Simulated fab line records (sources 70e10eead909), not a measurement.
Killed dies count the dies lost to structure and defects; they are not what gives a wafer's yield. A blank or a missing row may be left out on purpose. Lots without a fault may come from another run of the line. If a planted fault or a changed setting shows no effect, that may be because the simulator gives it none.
A lot that was struck, set against a sound lot :: flow nand-harc :: 39 out of 1302 route steps
Sound: wafers L263.3, L263.4, L263.5. Wafers struck: L275.1, L275.2, L275.6. The cause is named last.
Per side, at each step with rows, come the tool, then ch with its chambers, and then its first start. Under that, the readings that differ: sound wafers :: struck wafers :: difference of the means :: sigmas: that difference in standard deviations of wafers without a fault.
alike: a reading whose means differ by less than 2 such deviations, as well as words and numbers matching on both sides. not compared: withheld readings; readings where some wafer has no value; bounds like >300 that might hide an equal value; numbers whose values overlap and for which the record gives no deviation.
The two part at a step that has a row with sigmas, a row that says differs or no value, or rows on one side only. Numbers that don't overlap but have no deviation are shown without sigmas and don't part them. Lack of a reading on every wafer of one side parts them only where that side has two or more wafers.

first, 1 step without rows for these wafers: NHARC_A_CHANNEL_FILL_D1_ETCHBACK_20 (etches the open film in C4F8/O2/Ar, target depth 27 nm, time 13.5 s).
NHARC_A_CHANNEL_FILL_D1_STRIP_28: strips in O2, time 20 s.
  sound on rie-diel-13 ch 0,1,2, day 11 00:26; struck on rie-diel-13 ch 0,2,3, day 16 00:28
  alike: drypump-motor-current-A, oes-product-au, rf-vpp-V, showerhead-plenum-p-Torr, throttle-valve-pct
  not compared: rf-hours-counter-h
then, 4 steps without rows for these wafers: NHARC_A_CHANNEL_FILL_D1_PRECLEAN_21 (cleans in dHF, time 30 s); NHARC_A_CHANNEL_FILL_D1_SRD_23; NHARC_A_CHANNEL_FILL_D1_CVD_05 (deposits poly-Si, target thk 5 nm); NHARC_A_CHANNEL_FILL_D1_ANNEAL_22 (time 7200 s).
NHARC_A_CHANNEL_FILL_D1_THK_MEAS_06: measures by ellipsometry.
  sound on film-metro-01, day 11 12:04; struck on film-metro-01, day 16 12:30
  alike: thk-nm
then, 5 steps without rows for these wafers: NHARC_A_CHANNEL_FILL_D1_ALD_25 (deposits SiOx, target thk 60 nm, pulse time 10 s, ald cycles 600); NHARC_A_CHANNEL_FILL_D1_ETCHBACK_08 (etches the open film in C4F8, target depth 220 nm, time 110 s); NHARC_A_CHANNEL_FILL_D1_STRIP_29 (strips in O2, time 20 s); NHARC_A_CHANNEL_FILL_D1_PRECLEAN_30 (cleans in dHF, time 30 s); NHARC_A_CHANNEL_FILL_D1_SRD_31.
NHARC_A_CHANNEL_FILL_D1_CVD_09: deposits poly-Si, target thk 150 nm, time 3000 s.
  sound on lpcvd-poly-03 ch 0, day 11 20:08; struck on lpcvd-poly-02 ch 0, day 16 20:39
  alike: zone-power-lower-pct
then, 2 steps without rows for these wafers: NHARC_A_CHANNEL_FILL_D1_CMP_10 (polishes, target thk 150 nm); NHARC_A_CHANNEL_FILL_D1_SRD_12.
NHARC_A_DECK1_JOINT_ETCHBACK_07: etches the open film in HBr, target depth 105 nm, time 26.9 s.
  sound on rie-si-01 ch 0,1,3, day 11 23:49; struck on rie-si-05 ch 1,3, day 17 00:21
  alike: drypump-motor-current-A, oes-product-au, throttle-valve-pct
  not compared: rf-hours-counter-h
then, 8 steps without rows for these wafers: NHARC_A_DECK1_JOINT_ETCH_25 (etches SiO2 in dHF, target depth 0.5 nm); NHARC_A_DECK1_JOINT_ETCH_19 (etches poly-Si in TMAH, target depth 3 nm); NHARC_A_DECK1_JOINT_ETCH_18 (etches SiO2 in dHF, target depth 3 nm); NHARC_A_DECK1_JOINT_WET_08 (chemistry H3PO4, time 86 s); NHARC_A_DECK1_JOINT_ETCH_09 (etches SiO2 in dHF, target depth 5 nm); NHARC_A_DECK1_JOINT_WET_10 (chemistry H3PO4, time 86 s); NHARC_A_DECK1_JOINT_ETCH_11 (etches SiO2 in dHF, target depth 35 nm); NHARC_A_DECK1_JOINT_CVD_12 (deposits poly-Si, target thk 90 nm, time 1800 s).
NHARC_A_DECK1_JOINT_CMP_13: polishes, target thk 51.023 nm.
  sound on cmp-02 ch 1,2,3, day 12 10:05; struck on cmp-02 ch 2,3, day 17 10:40
  alike: motor-current-A, retaining-ring-pressure-frac, time-to-endpoint-s
  not compared: pad-life-wafers
NHARC_A_DECK1_JOINT_THK_MEAS_14: measures by ellipsometry.
  sound on film-metro-01, day 12 10:20; struck on film-metro-02, day 17 10:55
  alike: thk-nm
following that, these wafers have no rows for 1 step: NHARC_A_DECK1_JOINT_SRD_04.
NHARC_A_DECK1_JOINT_ETCHBACK_00: etches the open film in HBr, target depth 30 nm, time 17.4 s.
  sound on rie-si-05 ch 0,1, day 12 10:28; struck on rie-si-05 ch 0,1,3, day 17 11:02
  alike: drypump-motor-current-A, oes-product-au, throttle-valve-pct
  not compared: rf-hours-counter-h
then, 8 steps without rows for these wafers: NHARC_A_DECK1_JOINT_PRECLEAN_30 (cleans in SC1); NHARC_A_DECK1_JOINT_SRD_31; NHARC_A_DECK1_JOINT_CVD_34 (deposits SiNx, target thk 20 nm); NHARC_A_DECK1_JOINT_DEP_06 (deposits SiOx, target thk 80 nm); NHARC_A_DECK1_JOINT_CURE_26 (time 32 s); NHARC_A_DECK1_JOINT_ANNEAL_27 (time 3600 s); NHARC_A_DECK1_JOINT_ANNEAL_28 (time 1800 s); NHARC_A_DECK1_JOINT_ANNEAL_29 (time 1800 s).
NHARC_A_DECK1_JOINT_CMP_02: polishes SiOx.
  sound on cmp-02 ch 0,2,3, day 13 12:14; struck on cmp-03 ch 0,2,3, day 18 11:28
  alike: motor-current-A, retaining-ring-pressure-frac
  not compared: pad-life-wafers
following that, these wafers have no rows for 1 step: NHARC_A_DECK1_JOINT_SRD_15.
-- break in the record here, with 13 days between the starts of the struck wafers on either side (left off in module A_DECK1_JOINT, picked up again in module END, where the first step shown is number 1302 on the route) --
NHARC_END_SORT_01:
  sound on prober-01 ch 0, day 25 12:35; struck on prober-01 ch 0, day 31 09:02
reading: killed-at-array
sound: 18 21 23
struck: 157 162 145
difference: +134
sigmas: +6

reading: killed-dies
sound: 20 23 26
struck: 159 170 147
difference: +136
sigmas: +7
  alike: killed-at-other, killed-at-periphery, killed-open, killed-short

WHERE THEY PART
At NHARC_END_SORT_01 and nowhere else, as far as this record goes.

WHY: the cause the simulator had injected
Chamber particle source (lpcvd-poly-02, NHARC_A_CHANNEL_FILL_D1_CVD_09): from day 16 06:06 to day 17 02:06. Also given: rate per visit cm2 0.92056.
